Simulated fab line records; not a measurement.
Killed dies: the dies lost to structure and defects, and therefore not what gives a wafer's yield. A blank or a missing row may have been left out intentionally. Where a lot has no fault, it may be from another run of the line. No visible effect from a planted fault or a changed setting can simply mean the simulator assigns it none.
Chamber matching / flow n5_finfet / 4 sister chambers for N5_BEOL_M5_ALD_86 on ald_metal-03
The step deposits TaN, pulse time 2 s, purge time 3 s, co reactant purge time 2 s. 4 wafers are shown with their chamber, then 8 later ones without.

## WAFERS WITH THEIR CHAMBER
wafer=L081.3; chamber=2; heater_power_w (W)=375
wafer=L080.2; chamber=1; heater_power_w (W)=406
wafer=L080.6; chamber=0; heater_power_w (W)=397
wafer=L084.1; chamber=3; heater_power_w (W)=426

## WAFERS WHOSE CHAMBER IS MISSING
wafer=L084.4; heater_power_w (W)=404
wafer=L084.6; heater_power_w (W)=418
wafer=L083.2; heater_power_w (W)=394
wafer=L083.3; heater_power_w (W)=357
wafer=L083.5; heater_power_w (W)=406
wafer=L091.3; heater_power_w (W)=380
wafer=L091.4; heater_power_w (W)=394
wafer=L091.6; heater_power_w (W)=366

## EACH ONE'S CHAMBER
wafer=L084.4; from the rows above=can't be placed: 1 or 0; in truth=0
wafer=L084.6; from the rows above=can't be placed: 3 or 1 or 0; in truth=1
wafer=L083.2; from the rows above=can't be placed: 0 or 1 or 2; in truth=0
wafer=L083.3; from the rows above=2; in truth=2
wafer=L083.5; from the rows above=can't be placed: 1 or 0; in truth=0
wafer=L091.3; from the rows above=can't be placed: 2 or 0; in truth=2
wafer=L091.4; from the rows above=can't be placed: 0 or 1 or 2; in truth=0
wafer=L091.6; from the rows above=2; in truth=2
Correct placement for 2 of the 8. Can't be placed from these rows: 6 (the true chamber is among the candidates in 6). 0 placed wrongly.
How it was worked out, from the rows above alone: a wafer's distance from a chamber is the root of the sum, over the readings, of the square of ((its reading less the chamber's mean) divided by the reading's scatter). The wafer belongs to the nearest chamber; if the next one is less than 2 further off, it can't be placed. The mean given for a chamber averages the wafers shown for that chamber. The scatter: root of mean squared gap, hidden wafer to nearest shown wafer, with one shown wafer a chamber.
